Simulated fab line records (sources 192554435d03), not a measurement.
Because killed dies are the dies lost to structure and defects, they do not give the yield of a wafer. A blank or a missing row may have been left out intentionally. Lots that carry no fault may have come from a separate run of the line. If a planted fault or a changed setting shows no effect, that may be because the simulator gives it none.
Chamber matching || flow n5-finfet || 4 sister chambers for N5_BEOL_M10_ETCH_66 on rie-diel-04
The step etches SOC in N2/H2, target depth 120 nm, overetch 24 nm, time 180 s. 4 wafers are shown with their chamber, then 8 later ones without.

== EACH WAFER AND ITS CHAMBER ==
{"wafer": "L074.4", "chamber": 3, "throttle-valve-pct (%)": 18.09}
{"wafer": "L082.1", "chamber": 2, "throttle-valve-pct (%)": 18.02}
{"wafer": "L082.4", "chamber": 1, "throttle-valve-pct (%)": 18.20}
{"wafer": "L084.2", "chamber": 0, "throttle-valve-pct (%)": 17.48}

== WAFERS WHOSE CHAMBER IS MISSING ==
{"wafer": "L084.3", "throttle-valve-pct (%)": 17.69}
{"wafer": "L084.6", "throttle-valve-pct (%)": 18.20}
{"wafer": "L089.3", "throttle-valve-pct (%)": 18.23}
{"wafer": "L089.4", "throttle-valve-pct (%)": 17.71}
{"wafer": "L089.6", "throttle-valve-pct (%)": 17.50}
{"wafer": "L093.1", "throttle-valve-pct (%)": 18.05}
{"wafer": "L093.3", "throttle-valve-pct (%)": 17.71}
{"wafer": "L093.4", "throttle-valve-pct (%)": 17.51}

== WHICH CHAMBER EACH ONE RAN IN ==
{"wafer": "L084.3", "from the rows above": "can't be placed: 0 or 2 or 3", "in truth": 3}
{"wafer": "L084.6", "from the rows above": "can't be placed: 1 or 3 or 2", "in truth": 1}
{"wafer": "L089.3", "from the rows above": "can't be placed: 1 or 3 or 2", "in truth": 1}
{"wafer": "L089.4", "from the rows above": "can't be placed: 0 or 2 or 3 or 1", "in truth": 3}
{"wafer": "L089.6", "from the rows above": 0, "in truth": 0}
{"wafer": "L093.1", "from the rows above": "can't be placed: 2 or 3 or 1", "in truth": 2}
{"wafer": "L093.3", "from the rows above": "can't be placed: 0 or 2 or 3 or 1", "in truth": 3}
{"wafer": "L093.4", "from the rows above": 0, "in truth": 0}
Placed correctly: 2 of 8. Not placeable from these rows: 6 (in 6, the candidates include the true chamber). Number placed wrongly: 0.
How it was worked out, from the rows above alone: a wafer's distance from a chamber is the root of the sum, over the readings, of the square of ((its reading less the chamber's mean) divided by the reading's scatter). The wafer belongs to the nearest chamber; if the next one is less than 2 further off, it can't be placed. The mean given for a chamber averages the wafers shown for that chamber. The scatter: root of mean squared gap, hidden wafer to nearest shown wafer, with one shown wafer a chamber.
